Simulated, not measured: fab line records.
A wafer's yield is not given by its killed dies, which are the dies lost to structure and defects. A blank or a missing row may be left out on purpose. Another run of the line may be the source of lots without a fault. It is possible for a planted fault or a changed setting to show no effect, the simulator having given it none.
A single fault, viewed from 2 desks	flow nand harc	each desk has only its own numbers; what lay behind them comes last

== THE METROLOGY DESK ==
What the gauges read, lot by lot, whatever tool the lot ran on: means of the sampled wafers that have a number. If a lot's mean is further than 4 standard deviations from the usual mean, the lot is out of limits and carries the mark OUT (the distance appears in the brackets).
Columns: A = cd nm at NHARC_THIN_TSV_CD_MEAS_12, usual 1000.7 nm
lot	first seen here	A
L123	day 19 11:12	999.8
L122	day 19 12:33	1000.5
L125	day 19 13:37	1000.1
L126	day 19 14:58	999.4
L124	day 19 16:04	1001.7
L127	day 20 04:46	1000.2
L129	day 20 05:49	1000.0
L128	day 20 12:15	1002.0
L132	day 20 23:27	1000.1
L131	day 21 00:37	1000.7
L133	day 21 18:08	1000.3
L142	day 22 15:56	1001.9
L139	day 23 12:04	1001.0
L145	day 25 05:28	1001.7
Result from this desk: across the 14 lots, nothing is out of limits.

== AT THE TOOL OWNER'S DESK: rie diel-07 ==
The tool's own readings at NHARC_A_CHANNEL_FILL_D1_ETCHBACK_20 (etches the open film in C4F8/O2/Ar, target depth 27 nm, time 13.5 s): means of the sampled wafers that have a number, for each lot that ran on this tool. If a lot's mean is further than 4 standard deviations from the usual mean, the lot is out of limits and carries the mark OUT (the distance appears in the brackets).
Columns: A = oes product au at NHARC_A_CHANNEL_FILL_D1_ETCHBACK_20, usual 0.97 a.u.; B = rf vpp V at NHARC_A_CHANNEL_FILL_D1_ETCHBACK_20, usual 978 V
lot	first seen here	A	B
L125	day 10 08:59	0.92	983
L126	day 10 12:07	1.00	980
L129	day 11 08:54	1.00	980
L132	day 12 05:14	1.00	979
L133	day 12 18:49	1.00	981
L145	day 15 06:21	1.00	979
Result from this desk: across the 6 lots, nothing is out of limits.

== ALL TOGETHER ==
Nothing out of limits was seen by the metrology desk.
The tool owner's desk saw nothing out of limits.

== WHAT THE SIMULATOR HAD PUT IN ==
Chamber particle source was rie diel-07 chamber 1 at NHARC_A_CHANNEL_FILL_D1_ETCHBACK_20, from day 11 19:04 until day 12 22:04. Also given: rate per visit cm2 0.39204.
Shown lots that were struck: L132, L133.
